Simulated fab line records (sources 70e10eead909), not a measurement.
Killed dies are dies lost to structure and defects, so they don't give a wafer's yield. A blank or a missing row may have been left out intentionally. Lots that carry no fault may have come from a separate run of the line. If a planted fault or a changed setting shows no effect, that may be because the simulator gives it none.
Which tool did it?	flow nand_harc	21 lots with 63 wafers sampled at 6 steps, on a route of 1302 steps

WHAT EACH GAUGE READ, for each wafer
The record holds no reading of a measuring or inspecting step that can be judged against a usual standard deviation.

TOOL THAT RAN EACH LOT (tool first, then ch and the chambers of the sampled wafers, then the start)
lot	NHARC_P_GATE_DESCUM_13	NHARC_P_GATE_STRIP_108	NHARC_P_CONTACT_ETCH_31	NHARC_P_M0_DESCUM_14	NHARC_P_M0_STRIP_18	NHARC_P_M0_PVD_21
L074	rie_diel-09 ch 2,3, day 4 20:46	rie_diel-09 ch 1,2,3, day 5 12:11	rie_diel-07 ch 0,1, day 6 11:48 or earlier	rie_diel-02 ch 1,3, day 6 11:48	rie_diel-02 ch 2,3, day 6 12:10	pvd_sputter-01, no start
L075	rie_diel-05 ch 1,3, day 4 20:56	rie_diel-09 ch 0,1, day 5 12:49	rie_diel-11 ch 0,1,3, day 6 12:45 or earlier	rie_diel-02 ch 0,2,3, day 6 12:45	rie_diel-02 ch 0,3, day 6 13:17	pvd_sputter-03, no start
L076	rie_diel-13 ch 0,1,2, day 5 12:14	rie_diel-13 ch 0,2,3, day 6 07:23	rie_diel-07 ch 0,2,3, day 7 07:01 or earlier	rie_diel-02 ch 0,1,3, day 7 07:01	rie_diel-01 ch 0,2,3, day 7 07:27	pvd_sputter-01, no start
L078	rie_diel-05 ch 0,3, day 6 02:57	rie_diel-13 ch 0,1,2, day 6 18:25	rie_diel-08 ch 0,2,3, day 7 20:19 or earlier	rie_diel-02 ch 2,3, day 7 20:19	rie_diel-06 ch 0,3, day 7 20:46	pvd_sputter-01, no start
L077	rie_diel-09 ch 0,1,2, day 6 03:07	rie_diel-13 ch 1,3, day 6 19:03	rie_diel-07 ch 1,2, day 7 20:28 or earlier	rie_diel-02 ch 0,2,3, day 7 20:28	rie_diel-02 ch 0,2,3, day 7 20:55	pvd_sputter-02, no start
L079	rie_diel-13 ch 0,1, day 6 17:53	rie_diel-13 ch 0,1,3, day 7 09:04	rie_diel-11 ch 1,2,3, day 8 09:11 or earlier	rie_diel-02 ch 0,2, day 8 09:11	rie_diel-02 ch 0,1,2, day 8 09:35	pvd_sputter-01, no start
L081	rie_diel-13 ch 0,1,2, day 7 07:01	rie_diel-05 ch 0,1,2, day 7 22:09	rie_diel-07 ch 1,2, day 8 22:10 or earlier	rie_diel-01 ch 0,1,2, day 8 22:10	rie_diel-02 ch 1,2, day 8 22:32	pvd_sputter-03, no start
L080	rie_diel-05 ch 0,1,3, day 7 07:12	rie_diel-05 ch 1,2, day 7 22:49	rie_diel-08 ch 0,2, day 9 00:33 or earlier	rie_diel-06 ch 1,3, day 9 00:33	rie_diel-01 ch 1,2, day 9 01:04	pvd_sputter-01, no start
L083	rie_diel-05 ch 0,1, day 8 04:24	rie_diel-05 ch 0,1,2, day 8 20:18	rie_diel-08 ch 0,2, day 9 20:11 or earlier	rie_diel-06 ch 1,2,3, day 9 20:11	rie_diel-02 ch 0,2,3, day 9 21:22	pvd_sputter-03, no start
L084	rie_diel-13 ch 0,1,3, day 8 15:39	rie_diel-09 ch 0,2, day 9 14:50	rie_diel-11 ch 0,1, day 10 14:37 or earlier	rie_diel-02 ch 1,2, day 10 14:37	rie_diel-02 ch 0,1,3, day 10 15:03	pvd_sputter-02, no start
L086	rie_diel-13 ch 0,2, day 9 05:41	rie_diel-13 ch 2,3, day 9 21:20	rie_diel-08 ch 0,1,2, day 10 21:35 or earlier	rie_diel-02 ch 1,3, day 10 21:35	rie_diel-06 ch 0,1,2, day 10 22:00	pvd_sputter-01, no start
L088	rie_diel-09 ch 0,1,3, day 10 08:10	rie_diel-05 ch 0,1,3, day 11 01:04	rie_diel-07 ch 0,1,2, day 12 00:42 or earlier	rie_diel-02 ch 0,1,2, day 12 00:42	rie_diel-02 ch 0,1,2, day 12 01:06	pvd_sputter-01, no start
L089	rie_diel-09 ch 0,1,2, day 10 12:20	rie_diel-05 ch 0,2,3, day 11 03:02	rie_diel-11 ch 0,1,3, day 12 04:50 or earlier	rie_diel-02 ch 0,1,3, day 12 04:50	rie_diel-02 ch 0,2,3, day 12 05:14	pvd_sputter-03, no start
L090	rie_diel-09 ch 1,2,3, day 11 04:44	rie_diel-05 ch 1,2,3, day 11 19:16	rie_diel-07 ch 0,1,3, day 12 20:55 or earlier	rie_diel-06 ch 0,1,2, day 12 20:55	rie_diel-06 ch 0,1,2, day 12 21:17	pvd_sputter-01, no start
L091	rie_diel-09 ch 1,2, day 11 16:08	rie_diel-13 ch 1,2, day 12 07:17	rie_diel-07 ch 1,2,3, day 13 06:50 or earlier	rie_diel-02 ch 0,1,3, day 13 06:50	rie_diel-01 ch 0,3, day 13 07:14	pvd_sputter-02, no start
L092	rie_diel-13 ch 0,1,2, day 12 07:28	rie_diel-09 ch 0,3, day 13 01:56	rie_diel-07 ch 0,3, day 14 03:44 or earlier	rie_diel-01 ch 0,2, day 14 03:44	rie_diel-02 ch 0,2, day 14 04:08	pvd_sputter-03, no start
L093	rie_diel-09 ch 0,2,3, day 12 16:13	rie_diel-05 ch 0,3, day 13 07:52	rie_diel-11 ch 0,2,3, day 14 08:01 or earlier	rie_diel-02 ch 0,2, day 14 08:01	rie_diel-01 ch 1,2,3, day 14 08:26	pvd_sputter-02, no start
L094	rie_diel-05 ch 0,1,2, day 12 20:50	rie_diel-13 ch 2,3, day 13 11:42	rie_diel-11 ch 0,3, day 14 11:29 or earlier	rie_diel-02 ch 0,1,3, day 14 11:29	rie_diel-06 ch 1,2, day 14 11:51	pvd_sputter-03, no start
L095	rie_diel-13 ch 1,3, day 13 07:34	rie_diel-05 ch 0,1,3, day 14 03:02	rie_diel-11 ch 0,3, day 15 02:42 or earlier	rie_diel-01 ch 0,2, day 15 02:42	rie_diel-02 ch 2,3, day 15 03:07	pvd_sputter-02, no start
L096	rie_diel-09 ch 0,1,2, day 13 14:23	rie_diel-09 ch 0,1,3, day 14 07:23	rie_diel-11 ch 0,2,3, day 15 07:02 or earlier	rie_diel-02 ch 1,2,3, day 15 07:02	rie_diel-02 ch 1,2, day 15 07:26	pvd_sputter-01, no start
L097	rie_diel-13 ch 0,1,3, day 13 18:56	rie_diel-05 ch 0,1,2, day 14 11:52	rie_diel-07 ch 1,2,3, day 15 11:33 or earlier	rie_diel-02 ch 0,3, day 15 11:33	rie_diel-01 ch 0,2, day 15 11:56	pvd_sputter-02, no start
- NHARC_P_GATE_DESCUM_13: chemistry O2, time 3 s.
- NHARC_P_GATE_STRIP_108: strips in O2.
- NHARC_P_CONTACT_ETCH_31: etches the open film in CH3F/O2, target depth 30 nm, time 85.7 s.
- NHARC_P_M0_DESCUM_14: chemistry O2, time 3 s.
- NHARC_P_M0_STRIP_18: strips in N2/H2.
- NHARC_P_M0_PVD_21: deposits Cu, target thk 30 nm, time 20.49 s.

WHAT THE TOOLS THEMSELVES READ (means of the sampled wafers that have a number; where no wafer has one, the mark that the record gives instead)
NHARC_P_GATE_DESCUM_13. Usual: drypump_motor_current_A 5.8 A, standard deviation 0.5; oes_product_au 1.002 a.u., standard deviation 0.011; rf_vpp_V 57.8 V, standard deviation 0.91; showerhead_plenum_p_Torr 1.90 Torr, standard deviation 0.081; throttle_valve_pct 11.312 %, standard deviation 0.008.
lot	tool	drypump_motor_current_A (A)	oes_product_au (a.u.)	rf_vpp_V (V)	showerhead_plenum_p_Torr (Torr)	throttle_valve_pct (%)	flag
L074	rie_diel-09	5.9	1.015	57.4	1.81	11.311	
L075	rie_diel-05	6.0	0.994	57.0	1.91	11.315	
L076	rie_diel-13	5.5	1.009	57.6	1.98	11.318	
L078	rie_diel-05	6.5	1.012	57.7	1.84	11.308	
L077	rie_diel-09	6.0	1.002	57.8	1.87	11.311	
L079	rie_diel-13	5.0	1.000	58.6	1.96	11.314	
L081	rie_diel-13	5.5	0.999	58.3	1.98	11.308	
L080	rie_diel-05	6.1	1.012	57.8	1.90	11.315	
L083	rie_diel-05	5.7	0.999	58.0	1.95	11.316	
L084	rie_diel-13	5.3	0.994	58.0	1.92	11.314	
L086	rie_diel-13	5.3	0.996	58.6	1.97	11.308	
L088	rie_diel-09	6.2	1.016	58.1	1.86	11.315	
L089	rie_diel-09	6.0	1.007	56.5	1.87	11.310	
L090	rie_diel-09	6.1	1.013	57.9	1.86	11.310	
L091	rie_diel-09	6.2	1.005	58.0	1.93	11.309	
L092	rie_diel-13	5.5	0.997	58.2	1.97	11.311	
L093	rie_diel-09	6.0	1.001	58.2	1.81	11.314	
L094	rie_diel-05	5.8	0.990	58.8	1.94	11.302	
L095	rie_diel-13	5.5	0.996	57.1	1.92	11.315	
L096	rie_diel-09	6.0	0.992	57.4	1.87	11.313	
L097	rie_diel-13	5.3	1.006	58.2	1.92	11.308	

NHARC_P_GATE_STRIP_108. Usual: drypump_motor_current_A 5.9 A, standard deviation 0.52; oes_product_au 0.998 a.u., standard deviation 0.012; rf_vpp_V 57.8 V, standard deviation 0.8; showerhead_plenum_p_Torr 3.52 Torr, standard deviation 0.14; throttle_valve_pct 17.036 %, standard deviation 0.0086.
lot	tool	drypump_motor_current_A (A)	oes_product_au (a.u.)	rf_vpp_V (V)	showerhead_plenum_p_Torr (Torr)	throttle_valve_pct (%)	flag
L074	rie_diel-09	6.1	1.005	57.3	3.44	17.039	
L075	rie_diel-09	6.0	0.984	58.5	3.45	17.025	
L076	rie_diel-13	5.6	0.997	57.5	3.58	17.040	
L078	rie_diel-13	5.5	0.998	58.1	3.64	17.029	
L077	rie_diel-13	5.5	1.000	58.6	3.55	17.038	
L079	rie_diel-13	5.3	0.997	57.8	3.55	17.037	
L081	rie_diel-05	5.8	1.003	57.3	3.58	17.035	
L080	rie_diel-05	5.4	1.005	58.3	3.68	17.039	
L083	rie_diel-05	5.8	1.007	58.2	3.58	17.035	
L084	rie_diel-09	5.8	0.998	58.2	3.37	17.035	
L086	rie_diel-13	5.8	1.000	58.6	3.51	17.029	
L088	rie_diel-05	6.0	0.996	57.7	3.50	17.032	
L089	rie_diel-05	6.3	0.997	58.0	3.48	17.034	
L090	rie_diel-05	5.8	0.998	58.1	3.58	17.035	
L091	rie_diel-13	6.0	1.003	58.5	3.67	17.039	
L092	rie_diel-09	6.0	1.000	57.1	3.34	17.034	
L093	rie_diel-05	6.5	0.992	57.1	3.41	17.043	
L094	rie_diel-13	6.1	0.998	58.2	3.60	17.037	
L095	rie_diel-05	6.1	0.987	57.9	3.50	17.039	
L096	rie_diel-09	6.1	1.001	57.9	3.43	17.032	
L097	rie_diel-05	5.9	0.987	57.8	3.57	17.033	

NHARC_P_CONTACT_ETCH_31. Usual: drypump_motor_current_A 5.86 A, standard deviation 0.29; oes_product_au 0.982 a.u., standard deviation 0.015; rf_vpp_V 244.7 V, standard deviation 1.9; showerhead_plenum_p_Torr 2.49 Torr, standard deviation 0.12; throttle_valve_pct 20.663 %, standard deviation 0.0085.
lot	tool	drypump_motor_current_A (A)	oes_product_au (a.u.)	rf_vpp_V (V)	showerhead_plenum_p_Torr (Torr)	throttle_valve_pct (%)	flag
L074	rie_diel-07	6.17	0.985	245.1	2.50	20.666	
L075	rie_diel-11	5.90	0.978	246.1	2.57	20.664	
L076	rie_diel-07	5.94	0.991	245.4	2.52	20.668	
L078	rie_diel-08	5.79	0.987	244.9	2.50	20.656	
L077	rie_diel-07	5.80	0.976	241.9	2.37	20.663	
L079	rie_diel-11	6.06	0.974	245.3	2.46	20.670	
L081	rie_diel-07	5.77	0.973	242.9	2.37	20.663	
L080	rie_diel-08	5.67	0.989	244.5	2.46	20.671	
L083	rie_diel-08	5.69	0.990	244.4	2.46	20.659	
L084	rie_diel-11	5.79	0.980	244.4	2.51	20.664	
L086	rie_diel-08	5.62	0.984	243.6	2.43	20.662	
L088	rie_diel-07	5.98	0.983	244.3	2.43	20.668	
L089	rie_diel-11	5.90	0.986	245.4	2.57	20.664	
L090	rie_diel-07	6.03	0.978	245.5	2.52	20.666	
L091	rie_diel-07	5.82	0.979	244.6	2.46	20.663	
L092	rie_diel-07	5.96	0.984	246.7	2.61	20.661	
L093	rie_diel-11	5.86	0.962	245.4	2.52	20.663	
L094	rie_diel-11	6.00	0.981	245.8	2.63	20.657	
L095	rie_diel-11	5.71	0.986	246.7	2.63	20.654	
L096	rie_diel-11	5.86	0.960	245.6	2.52	20.661	
L097	rie_diel-07	5.82	0.981	244.6	2.46	20.659	

NHARC_P_M0_DESCUM_14. Usual: drypump_motor_current_A 5.85 A, standard deviation 0.3; oes_product_au 0.992 a.u., standard deviation 0.014; rf_vpp_V 57.7 V, standard deviation 0.91; showerhead_plenum_p_Torr 1.88 Torr, standard deviation 0.11; throttle_valve_pct 11.311 %, standard deviation 0.0089.
lot	tool	drypump_motor_current_A (A)	oes_product_au (a.u.)	rf_vpp_V (V)	showerhead_plenum_p_Torr (Torr)	throttle_valve_pct (%)	flag
L074	rie_diel-02	5.80	0.988	57.8	1.81	11.302	
L075	rie_diel-02	5.88	0.994	57.9	1.88	11.313	
L076	rie_diel-02	5.83	0.979	57.1	1.89	11.314	
L078	rie_diel-02	5.83	0.982	57.4	1.80	11.314	
L077	rie_diel-02	5.88	0.989	57.9	1.88	11.308	
L079	rie_diel-02	5.85	0.983	57.3	1.88	11.317	
L081	rie_diel-01	5.71	1.006	57.5	1.92	11.305	
L080	rie_diel-06	6.26	0.989	58.1	2.02	11.316	
L083	rie_diel-06	6.00	0.988	57.5	1.94	11.305	
L084	rie_diel-02	5.76	1.003	57.1	1.79	11.313	
L086	rie_diel-02	5.80	0.989	57.4	1.81	11.304	
L088	rie_diel-02	5.82	1.008	57.2	1.88	11.312	
L089	rie_diel-02	5.84	0.989	56.6	1.88	11.310	
L090	rie_diel-06	5.92	0.997	57.9	1.94	11.325	
L091	rie_diel-02	5.84	0.993	57.3	1.88	11.311	
L092	rie_diel-01	5.48	1.004	57.8	1.86	11.320	
L093	rie_diel-02	5.86	0.992	57.3	1.87	11.312	
L094	rie_diel-02	5.82	0.994	58.5	1.88	11.311	
L095	rie_diel-01	5.48	1.005	56.8	1.86	11.317	
L096	rie_diel-02	5.79	0.995	57.4	1.79	11.317	
L097	rie_diel-02	5.94	0.984	58.2	1.96	11.314	

NHARC_P_M0_STRIP_18. Usual: drypump_motor_current_A 5.8 A, standard deviation 0.4; h2_flow_sccm 150.0 sccm, standard deviation 0.43; oes_product_au 0.994 a.u., standard deviation 0.013; rf_vpp_V 90.6 V, standard deviation 1.1; showerhead_plenum_p_Torr 2.02 Torr, standard deviation 0.12; throttle_valve_pct 14.173 %, standard deviation 0.0096.
lot	tool	drypump_motor_current_A (A)	h2_flow_sccm (sccm)	oes_product_au (a.u.)	rf_vpp_V (V)	showerhead_plenum_p_Torr (Torr)	throttle_valve_pct (%)	flag
L074	rie_diel-02	5.9	150.4	0.989	90.0	1.92	14.176	
L075	rie_diel-02	5.9	150.0	0.987	91.5	2.10	14.164	
L076	rie_diel-01	5.3	150.0	1.013	90.2	1.99	14.167	
L078	rie_diel-06	5.8	150.2	0.998	90.7	2.13	14.181	
L077	rie_diel-02	5.9	149.8	0.985	91.0	2.01	14.172	
L079	rie_diel-02	5.8	149.8	0.985	91.2	2.00	14.168	
L081	rie_diel-02	5.7	150.0	0.988	90.4	1.92	14.173	
L080	rie_diel-01	6.2	150.3	0.985	91.7	2.07	14.171	
L083	rie_diel-02	5.9	150.0	0.986	90.3	2.01	14.179	
L084	rie_diel-02	5.9	149.9	0.998	90.5	2.01	14.173	
L086	rie_diel-06	6.0	149.7	0.996	90.6	2.08	14.162	
L088	rie_diel-02	5.8	149.6	1.006	90.2	2.00	14.175	
L089	rie_diel-02	5.9	149.9	0.997	90.6	2.00	14.186	
L090	rie_diel-06	6.0	150.0	0.989	91.1	2.07	14.170	
L091	rie_diel-01	5.1	149.9	1.009	90.4	1.97	14.180	
L092	rie_diel-02	5.9	149.8	0.997	89.8	1.99	14.175	
L093	rie_diel-01	5.8	150.2	0.993	90.2	2.00	14.172	
L094	rie_diel-06	5.7	149.8	0.985	91.5	2.21	14.172	
L095	rie_diel-02	5.9	150.2	0.988	90.0	1.91	14.176	
L096	rie_diel-02	5.8	149.7	1.000	89.6	1.90	14.171	
L097	rie_diel-01	5.3	149.8	0.998	90.9	2.00	14.172	

NHARC_P_M0_PVD_21. Usual: throttle_valve_pct at 29.5 %, with a standard deviation of 0.91.
lot	tool	throttle_valve_pct (%)	flag
L074	pvd_sputter-01	29.2	
L075	pvd_sputter-03	29.8	
L076	pvd_sputter-01	29.7	
L078	pvd_sputter-01	29.5	
L077	pvd_sputter-02	30.2	
L079	pvd_sputter-01	28.9	
L081	pvd_sputter-03	29.5	
L080	pvd_sputter-01	29.4	
L083	pvd_sputter-03	29.5	
L084	pvd_sputter-02	29.6	
L086	pvd_sputter-01	29.5	
L088	pvd_sputter-01	29.2	
L089	pvd_sputter-03	29.4	
L090	pvd_sputter-01	29.3	
L091	pvd_sputter-02	29.7	
L092	pvd_sputter-03	29.8	
L093	pvd_sputter-02	28.7	
L094	pvd_sputter-03	29.4	
L095	pvd_sputter-02	29.8	
L096	pvd_sputter-01	29.2	
L097	pvd_sputter-02	30.8	

THE ANSWER, worked out from the rows above alone
Rule: a lot is off if the mean of its wafers that have a number lies more than 3 standard deviations from the usual mean. Also off: a lot with no number at a reading for which 4 or more lots have one. The other lots that the step has rows for count as sound. First the gauges in route order, then the tools' own readings, where a lot's mean is used as printed above. At the first step where some lot is off, the reading lying furthest off is the one used; lots without a number count as furthest.
None of the lots is off at any reading shown; this tells nothing.

WHAT HAD BEEN PUT IN BY THE SIMULATOR
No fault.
